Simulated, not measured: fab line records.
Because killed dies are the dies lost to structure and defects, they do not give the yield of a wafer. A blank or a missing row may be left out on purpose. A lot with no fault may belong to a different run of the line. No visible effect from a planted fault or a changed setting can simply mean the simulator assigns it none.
What tool caused it? | flow nandHarc | Sampling: 24 lots, 72 wafers, 6 of 1159 route steps

WHAT THE GAUGES SHOWED, per wafer
NHARC_A_CONTACT_CD_MEAS_80.
lot  | measured     | on       | cdNm (nm)
L074 | day 16 15:52 | cdSem-01 | 188.9 188.7 188.7
L077 | day 17 08:35 | cdSem-01 | 189.6 189.0 189.2
L075 | day 17 10:55 | cdSem-03 | 188.6 189.1 189.5
L078 | day 18 01:26 | cdSem-01 | 188.4 188.8 188.5
L076 | day 18 02:56 | cdSem-03 | 188.8 188.5 189.1
L079 | day 18 04:17 | cdSem-03 | 190.2 189.5 190.1
L080 | day 18 10:22 | cdSem-03 | 189.4 189.2 190.0
L081 | day 18 15:12 | cdSem-01 | 190.3 190.2 189.9
L083 | day 18 22:13 | cdSem-03 | 190.2 189.8 189.4
L082 | day 19 05:13 | cdSem-01 | 188.9 189.3 189.0
L084 | day 19 15:37 | cdSem-03 | 189.3 189.0 189.3
L085 | day 19 16:23 | cdSem-02 | 190.0 189.8 189.6
L088 | day 19 21:27 | cdSem-02 | 189.0 188.9 188.9
L086 | day 19 22:57 | cdSem-02 | 188.3 188.5 188.7
L087 | day 20 05:58 | cdSem-02 | 188.7 188.8 189.0
L090 | day 20 07:22 | cdSem-03 | 187.9 187.4 188.1
L089 | day 20 10:50 | cdSem-03 | 189.7 190.2 190.0
L091 | day 20 21:52 | cdSem-01 | 189.6 189.8 189.7
L092 | day 21 01:30 | cdSem-01 | 190.7 190.2 189.9
L093 | day 21 08:04 | cdSem-03 | 188.6 188.6 189.0
L097 | day 21 22:43 | cdSem-02 | 190.0 190.0 190.3
L095 | day 22 06:08 | cdSem-03 | 191.0 191.5 191.2
L094 | day 22 05:22 | cdSem-03 | 189.8 189.1 189.7
L096 | day 22 09:54 | cdSem-03 | 190.7 191.4 191.3

WHAT TOOL EACH LOT RAN ON (gives the tool, then ch and the chambers of the sampled wafers, and finally the start)
lot  | NHARC_A_CONTACT_DEP_57       | NHARC_A_CONTACT_ETCH_75           | NHARC_A_CONTACT_ETCH_125           | NHARC_A_CONTACT_ETCH_131           | NHARC_A_CONTACT_ETCH_132
L074 | aclDep-02 ch 0, day 16 09:32 | rieDiel-08 ch 0,1,3, day 16 12:11 | harCapEtch-02 ch 0,1, day 16 13:31 | harCapEtch-02 ch 0,1, day 16 14:39 | harCapEtch-02 ch 0,1, day 16 14:50
L077 | aclDep-03 ch 0, day 17 02:39 | rieDiel-08 ch 0,3, day 17 05:22   | harCapEtch-02 ch 0,1, day 17 06:37 | harCapEtch-02 ch 0,1, day 17 07:28 | harCapEtch-02 ch 0,1, day 17 07:36
L075 | aclDep-02 ch 0, day 17 05:52 | rieDiel-09 ch 0,1,3, day 17 07:46 | harCapEtch-01 ch 0,1, day 17 09:02 | harCapEtch-01 ch 0,1, day 17 09:52 | harCapEtch-01 ch 0,1, day 17 10:01
L078 | aclDep-01 ch 0, day 17 19:01 | rieDiel-09 ch 1,2, day 17 21:29   | harCapEtch-03 ch 0,1, day 17 23:23 | harCapEtch-03 ch 0,1, day 18 00:14 | harCapEtch-03 ch 0,1, day 18 00:22
L076 | aclDep-01 ch 0, day 17 20:32 | rieDiel-09 ch 0,1,3, day 17 23:29 | harCapEtch-01 ch 0,1, day 18 00:44 | harCapEtch-01 ch 0,1, day 18 01:36 | harCapEtch-01 ch 0,1, day 18 01:44
L079 | aclDep-02 ch 0, day 17 22:17 | rieDiel-09 ch 0,2,3, day 18 00:49 | harCapEtch-02 ch 0,1, day 18 02:08 | harCapEtch-02 ch 0,1, day 18 03:02 | harCapEtch-02 ch 0,1, day 18 03:14
L080 | aclDep-01 ch 0, day 18 04:25 | rieDiel-09 ch 2,3, day 18 07:02   | harCapEtch-01 ch 0,1, day 18 08:28 | harCapEtch-01 ch 0,1, day 18 09:18 | harCapEtch-01 ch 0,1, day 18 09:27
L081 | aclDep-02 ch 0, day 18 09:05 | rieDiel-07 ch 0,1,3, day 18 11:52 | harCapEtch-03 ch 0,1, day 18 13:18 | harCapEtch-03 ch 0,1, day 18 14:10 | harCapEtch-03 ch 0,1, day 18 14:18
L083 | aclDep-03 ch 0, day 18 15:28 | rieDiel-07 ch 0,3, day 18 18:57   | harCapEtch-03 ch 0,1, day 18 20:19 | harCapEtch-03 ch 0,1, day 18 21:10 | harCapEtch-03 ch 0,1, day 18 21:19
L082 | aclDep-03 ch 0, day 18 23:27 | rieDiel-07 ch 1,2,3, day 19 01:47 | harCapEtch-02 ch 0,1, day 19 03:13 | harCapEtch-02 ch 0,1, day 19 04:04 | harCapEtch-02 ch 0,1, day 19 04:12
L084 | aclDep-02 ch 0, day 19 10:01 | rieDiel-07 ch 0,3, day 19 12:28   | harCapEtch-03 ch 0, day 19 13:43   | harCapEtch-03 ch 0, day 19 14:34   | harCapEtch-03 ch 0, day 19 14:43
L085 | aclDep-03 ch 0, day 19 10:10 | rieDiel-07 ch 0,1,3, day 19 12:57 | harCapEtch-02 ch 0,1, day 19 14:29 | harCapEtch-02 ch 0,1, day 19 15:20 | harCapEtch-02 ch 0,1, day 19 15:28
L088 | aclDep-01 ch 0, day 19 15:19 | rieDiel-08 ch 0,1,2, day 19 18:05 | harCapEtch-01 ch 0, day 19 19:31   | harCapEtch-01 ch 0, day 19 20:23   | harCapEtch-01 ch 0, day 19 20:31
L086 | aclDep-01 ch 0, day 19 17:02 | rieDiel-09 ch 0,2,3, day 19 19:48 | harCapEtch-02 ch 0,1, day 19 21:02 | harCapEtch-02 ch 0,1, day 19 21:53 | harCapEtch-02 ch 0,1, day 19 22:01
L087 | aclDep-02 ch 0, day 19 23:46 | rieDiel-09 ch 1,2,3, day 20 02:14 | harCapEtch-03 ch 0,1, day 20 03:34 | harCapEtch-03 ch 0,1, day 20 04:42 | harCapEtch-03 ch 0,1, day 20 04:53
L090 | aclDep-03 ch 0, day 20 01:37 | rieDiel-09 ch 0,1, day 20 04:12   | harCapEtch-02 ch 1, day 20 05:26   | harCapEtch-02 ch 1, day 20 06:17   | harCapEtch-02 ch 1, day 20 06:25
L089 | aclDep-01 ch 0, day 20 05:02 | rieDiel-08 ch 0,1,3, day 20 07:41 | harCapEtch-01 ch 0,1, day 20 08:57 | harCapEtch-01 ch 0,1, day 20 09:48 | harCapEtch-01 ch 0,1, day 20 09:56
L091 | aclDep-01 ch 0, day 20 16:07 | rieDiel-08 ch 0,2, day 20 18:43   | harCapEtch-01 ch 0,1, day 20 19:57 | harCapEtch-01 ch 0,1, day 20 20:47 | harCapEtch-01 ch 0,1, day 20 20:56
L092 | aclDep-03 ch 0, day 20 19:22 | rieDiel-09 ch 1,2, day 20 22:10   | harCapEtch-03 ch 0,1, day 20 23:25 | harCapEtch-03 ch 0,1, day 21 00:16 | harCapEtch-03 ch 0,1, day 21 00:25
L093 | aclDep-03 ch 0, day 21 02:28 | rieDiel-09 ch 0,1,3, day 21 04:48 | harCapEtch-02 ch 0,1, day 21 06:10 | harCapEtch-02 ch 0,1, day 21 07:00 | harCapEtch-02 ch 0,1, day 21 07:08
L097 | aclDep-01 ch 0, day 21 16:53 | rieDiel-09 ch 0,2, day 21 19:29   | harCapEtch-02 ch 0,1, day 21 20:47 | harCapEtch-02 ch 0,1, day 21 21:39 | harCapEtch-02 ch 0,1, day 21 21:47
L095 | aclDep-03 ch 0, day 21 23:27 | rieDiel-08 ch 1,2, day 22 02:17   | harCapEtch-03 ch 0,1, day 22 04:03 | harCapEtch-03 ch 0,1, day 22 04:54 | harCapEtch-03 ch 0,1, day 22 05:02
L094 | aclDep-01 ch 0, day 21 23:41 | rieDiel-07 ch 0,3, day 22 02:01   | harCapEtch-01 ch 0,1, day 22 03:27 | harCapEtch-01 ch 0,1, day 22 04:18 | harCapEtch-01 ch 0,1, day 22 04:27
L096 | aclDep-01 ch 0, day 22 03:05 | rieDiel-09 ch 0,1, day 22 06:04   | harCapEtch-01 ch 0,1, day 22 07:54 | harCapEtch-01 ch 0,1, day 22 08:46 | harCapEtch-01 ch 0,1, day 22 08:54
- NHARC_A_CONTACT_DEP_57: deposits aC, target thk 2800 nm.
- NHARC_A_CONTACT_ETCH_75: etches the open film in CF4, target depth 39 nm, time 65 s.
- NHARC_A_CONTACT_ETCH_125: etches the open film in C4F8/O2/Ar, time 155 s, target depth 956 nm.
- NHARC_A_CONTACT_ETCH_131: etches the open film in C4F8/O2/Ar, time 155 s, target depth 956 nm.
- NHARC_A_CONTACT_ETCH_132: etches the open film in C4F8/O2/Ar, time 156 s, target depth 958 nm.

WHAT THE TOOLS THEMSELVES READ (means of the sampled wafers that have a number; where no wafer has one, the mark that the record gives instead)
NHARC_A_CONTACT_DEP_57.
lot  | tool      | throttleValvePct (%)
L074 | aclDep-02 | 34.991
L077 | aclDep-03 | 35.002
L075 | aclDep-02 | 34.994
L078 | aclDep-01 | 35.001
L076 | aclDep-01 | 35.002
L079 | aclDep-02 | 34.999
L080 | aclDep-01 | 34.996
L081 | aclDep-02 | 35.012
L083 | aclDep-03 | 35.003
L082 | aclDep-03 | 34.994
L084 | aclDep-02 | 35.004
L085 | aclDep-03 | 35.004
L088 | aclDep-01 | 34.998
L086 | aclDep-01 | 34.987
L087 | aclDep-02 | 34.995
L090 | aclDep-03 | 35.000
L089 | aclDep-01 | 34.985
L091 | aclDep-01 | 35.002
L092 | aclDep-03 | 35.005
L093 | aclDep-03 | 35.005
L097 | aclDep-01 | 35.000
L095 | aclDep-03 | 34.999
L094 | aclDep-01 | 35.000
L096 | aclDep-01 | 35.004

NHARC_A_CONTACT_ETCH_75.
lot  | tool       | drypumpMotorCurrentA (A) | oesProductAu (a.u.) | rfVppV (V) | showerheadPlenumPTorr (Torr) | throttleValvePct (%)
L074 | rieDiel-08 | 6.2                      | 1.001               | 151.3      | 1.81                         | 13.284
L077 | rieDiel-08 | 6.1                      | 1.001               | 152.0      | 1.82                         | 13.278
L075 | rieDiel-09 | 5.9                      | 0.996               | 151.0      | 1.75                         | 13.281
L078 | rieDiel-09 | 6.1                      | 0.992               | 151.0      | 1.75                         | 13.284
L076 | rieDiel-09 | 5.9                      | 1.000               | 151.9      | 1.75                         | 13.286
L079 | rieDiel-09 | 6.0                      | 1.000               | 151.2      | 1.79                         | 13.290
L080 | rieDiel-09 | 6.2                      | 0.999               | 152.0      | 1.79                         | 13.274
L081 | rieDiel-07 | 5.1                      | 0.998               | 150.5      | 1.77                         | 13.280
L083 | rieDiel-07 | 5.1                      | 1.000               | 151.5      | 1.81                         | 13.286
L082 | rieDiel-07 | 5.2                      | 1.005               | 150.6      | 1.73                         | 13.282
L084 | rieDiel-07 | 5.1                      | 1.001               | 151.8      | 1.81                         | 13.289
L085 | rieDiel-07 | 5.1                      | 1.005               | 151.4      | 1.77                         | 13.292
L088 | rieDiel-08 | 6.3                      | 1.003               | 151.6      | 1.75                         | 13.286
L086 | rieDiel-09 | 5.9                      | 0.999               | 151.4      | 1.79                         | 13.276
L087 | rieDiel-09 | 6.1                      | 0.988               | 151.6      | 1.75                         | 13.283
L090 | rieDiel-09 | 5.8                      | 0.999               | 151.4      | 1.75                         | 13.283
L089 | rieDiel-08 | 6.3                      | 1.002               | 151.4      | 1.80                         | 13.281
L091 | rieDiel-08 | 6.1                      | 1.000               | 150.3      | 1.75                         | 13.293
L092 | rieDiel-09 | 6.0                      | 1.001               | 152.1      | 1.75                         | 13.285
L093 | rieDiel-09 | 5.9                      | 0.997               | 151.9      | 1.75                         | 13.292
L097 | rieDiel-09 | 5.7                      | 0.995               | 151.4      | 1.82                         | 13.293
L095 | rieDiel-08 | 6.4                      | 1.003               | 152.0      | 1.83                         | 13.285
L094 | rieDiel-07 | 5.1                      | 1.003               | 152.3      | 1.80                         | 13.282
L096 | rieDiel-09 | 5.6                      | 0.991               | 150.4      | 1.78                         | 13.276

THE ANSWER, worked out from the rows above alone
Rule: what is usual is taken from the lots themselves. Put in order of their means at a reading, lots are off if they are a third of the lots or fewer, leave a main group of 4 or more, and stand apart from it by a gap of 3 or more times the standard deviation of the main group's means; of several such gaps the widest counts. If all means in a main group match to the digits the tables above print for the reading, that group is not used. Also off: a lot with no number at a reading for which 4 or more lots have one. The other lots that the step has rows for count as sound. Order of review: gauges by route order, followed by the tools' own readings, for which a lot's mean as printed above is used. At the first step where some lot is off, the reading lying furthest off is the one used; lots without a number count as furthest.
Nothing can be told from this: no lot is off at any reading shown.

WHAT THE SIMULATOR PUT IN
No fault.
